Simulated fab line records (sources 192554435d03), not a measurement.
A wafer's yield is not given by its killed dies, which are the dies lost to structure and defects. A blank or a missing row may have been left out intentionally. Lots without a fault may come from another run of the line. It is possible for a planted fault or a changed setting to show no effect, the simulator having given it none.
Struck lot and sound lot, side by side    flow n5 finfet    44 out of 1938 route steps
Sound: these wafers, L260.1, L260.2, L260.5. Struck: wafer L277.6 (left out: L277.4, L277.5 of the same lot, which were not struck); the cause appears at the end.
Each step with rows lists, per side, the tool, then ch with its chambers, then its first start. Under that, the readings that differ: sound wafers    struck wafers    difference of the means    sigmas: that difference in standard deviations of wafers without a fault.
alike: words and numbers the same on both sides, and readings whose means are apart by under 2 such deviations; not compared: readings that were withheld, readings missing a value for some wafer, numbers with overlapping values and no deviation given by the record, and bounds like >300 which may hide the same value.
Wherever a step has rows on one side only, a row that says differs or no value, or a row with sigmas, the two part there. Numbers that don't overlap but have no deviation are shown without sigmas and don't part them. A reading missing from all wafers of one side parts the sides only when that side holds two or more wafers.

first, 4 steps without rows for these wafers: N5_STI_FIN_REVEAL_ALD_14 (deposits Si3N4, target thk 3 nm); N5_STI_FIN_REVEAL_FCVD_FILL_01 (material SiO2 flowable, target thk 312 nm, time 512.2 s); N5_STI_FIN_REVEAL_DENSIFY_02 (time 1800 s); N5_STI_FIN_REVEAL_CMP_04 (polishes, stops on Si3N4, t overpolish 4 s, target thk 131.83 nm).
N5_STI_FIN_REVEAL_THK_MEAS_05:
  sound on film metro-02, day 3 17:02; struck on film metro-01, day 7 21:55
  alike: thk nm
after that, 1 step had no rows for these wafers: N5_STI_FIN_REVEAL_DENSIFY_30.
N5_STI_FIN_REVEAL_ETCHBACK_08: etches SiO2 in C4F6/O2, target depth 30.5 nm, time 10.167 s.
  sound on rie diel-05 ch 0,3, day 3 17:20; struck on rie diel-04 ch 1, day 7 22:11
  alike: C4F6_flow_sccm, drypump motor current A, oes_f_703_au, oes product au, rf vpp V, showerhead plenum p Torr, throttle valve pct
  not compared: rf hours counter h
N5_STI_FIN_REVEAL_STRIP_24: strips in N2/H2, time 90 s.
  sound on rie diel-05 ch 0,3, day 3 17:22; struck on rie diel-04 ch 1, day 7 22:13
  alike: drypump motor current A, oes product au, rf vpp V, showerhead plenum p Torr, throttle valve pct
  not compared: rf hours counter h
then, 4 steps without rows for these wafers: N5_STI_FIN_REVEAL_PRECLEAN_25 (cleans in SPM, time 90 s); N5_STI_FIN_REVEAL_PRECLEAN_26 (cleans in SC1, time 45 s); N5_STI_FIN_REVEAL_PRECLEAN_29 (cleans in DHF, time 30 s); N5_STI_FIN_REVEAL_SRD_12 (time 30 s).
N5_STI_FIN_REVEAL_RECESS_09: chemistry HF/NH3, target SiO2, afs cycles 11, target depth 42.5 nm, sublimation time 60 s.
  sound on vapor etch-02 ch 0,1, day 3 17:35; struck on vapor etch-02 ch 0, day 7 22:58
reading     sound              struck  difference  sigmas
temp c (C)  30.02 29.97 29.95  26.77   -3.21       -32
  alike: drypump motor current A
then, 2 steps without rows for these wafers: N5_STI_FIN_REVEAL_STRIP_16 (strips SiNx in H3PO4, target depth 23.8 nm); N5_STI_FIN_REVEAL_PRECLEAN_17 (cleans in NF3:NH3, afs cycles 1, time 20 s, sublimation time 60 s).
N5_STI_FIN_REVEAL_ETCH_34: etches Si in H2, material Si, target depth 0.97 nm.
  sound on rie si-05 ch 0,2,3, day 3 19:43; struck on rie si-02 ch 2, day 8 00:32
reading                 sound           struck  difference  sigmas
throttle valve pct (%)  25.7 25.9 26.4  26.7    +0.7        +2
  alike: drypump motor current A, he backside leak sccm, oes product au
  not compared: rf hours counter h
N5_STI_FIN_REVEAL_OXIDATION_31: chemistry O2 PLASMA REMOTE, time 20 s.
  sound on plasma asher-01 ch 0,1, day 3 19:46; struck on plasma asher-01 ch 1, day 8 00:37
  alike: drypump motor current A, heater power w
  not compared: rf hours counter h
then, 3 steps without rows for these wafers: N5_STI_FIN_REVEAL_PRECLEAN_32 (cleans in NF3:NH3, afs cycles 1, time 20 s, sublimation time 60 s); N5_STI_FIN_REVEAL_STRIP_35 (strips Si3N4 in H3PO4, target depth 4 nm, time 39 s); N5_STI_FIN_REVEAL_SRD_21 (time 30 s).
N5_STI_FIN_REVEAL_OXIDATION_33: chemistry O2 PLASMA REMOTE, time 20 s.
  sound on plasma asher-02 ch 0,1, day 3 20:07; struck on plasma asher-02 ch 1, day 8 00:59
  alike: drypump motor current A, heater power w
  not compared: rf hours counter h
then, 2 steps without rows for these wafers: N5_STI_FIN_REVEAL_CLEAN_19 (cleans in O3/DIW, time 120 s); N5_STI_FIN_REVEAL_SRD_23 (time 30 s).
N5_STI_FIN_REVEAL_CD_MEAS_22: target cd 6.238 nm, pitch 28 nm.
  sound on cd sem-02, day 3 20:17; struck on cd sem-02, day 8 01:07
  alike: cd nm
N5_STI_FIN_REVEAL_FIN_H_MEAS_10:
  sound on ocd-01, day 3 20:19; struck on ocd-01, day 8 01:09
reading               sound           struck  difference  sigmas
trench depth nm (nm)  53.9 52.7 53.3  56.9    +3.6        +4
then, 2 steps without rows for these wafers: N5_STI_FIN_REVEAL_PRECLEAN_18 (cleans in SC2, time 45 s); N5_STI_FIN_REVEAL_SRD_28 (time 30 s).
N5_STI_FIN_REVEAL_INSPECT_13: inspects for defects (darkfield).
  sound on defect inspect-02, day 3 20:24; struck on defect inspect-01, day 8 01:14
  alike: raw defect count
then, 7 steps without rows for these wafers: N5_DUMMY_GATE_PRECLEAN_00 (cleans in O3/DIW, time 60 s); N5_DUMMY_GATE_SRD_01 (time 30 s); N5_DUMMY_GATE_ALD_02 (deposits SiO2, target thk 2 nm, pulse time 1 s); N5_DUMMY_GATE_CVD_03 (deposits a-Si from SiH4, target thk 150 nm, time 8042 s); N5_DUMMY_GATE_PRECLEAN_46 (cleans in DIW, time 89.5 s); N5_DUMMY_GATE_SRD_47 (dry time 32 s); N5_DUMMY_GATE_CMP_04 (polishes a-Si).
N5_DUMMY_GATE_THK_MEAS_05:
  sound on film metro-02, day 4 00:47; struck on film metro-02, day 8 05:25
  alike: thk nm
then, 6 steps without rows for these wafers: N5_DUMMY_GATE_HM_DEP_06 (deposits SiNx from DCS/NH3, target thk 80 nm, time 5141 s); N5_DUMMY_GATE_PECVD_30 (deposits SiO2 from TEOS/O2, target thk 55 nm, time 10.8 s); N5_DUMMY_GATE_COAT_34 (time 60 s, resist thk 60 nm); N5_DUMMY_GATE_COAT_35 (time 60 s, resist thk 10 nm); N5_DUMMY_GATE_COAT_28 (time 60 s, resist thk 10 nm); N5_DUMMY_GATE_COAT_09 (resist thk 30 nm).
-- record jumps: 6 days separate the struck wafers' starts on either side; left off in module DUMMY_GATE, taken up again in module BEOL_M4, whose first shown step is the route's number 1111 --
N5_BEOL_M4_RC_MEAS_101:
  sound on prober-01 ch 0, day 9 09:56; struck on prober-02 ch 0, day 14 01:14
reading         sound           struck  difference  sigmas
IOFF_P (nA/um)  0.20 0.20 0.24  0.30    +0.09       +2
ION_N (uA/um)   675 667 687     729     +53         +5
ION_P (uA/um)   466 468 473     504     +35         +4
  alike: DIBL_N, DIBL_P, IOFF_N, SS_N, SS_P, VT_N, VT_P
N5_PASSIVATION_PROBE_49:
  the record has rows for the sound wafers here (prober-01, day 13 15:14) and none for the struck ones

== WHERE THEY PART ==
At N5_STI_FIN_REVEAL_RECESS_09 first; at N5_PASSIVATION_PROBE_49 last (within this record only).

WHY: the cause the simulator had injected
vapor etch-02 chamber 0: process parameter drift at N5_STI_FIN_REVEAL_RECESS_09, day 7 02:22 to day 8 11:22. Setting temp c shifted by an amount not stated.
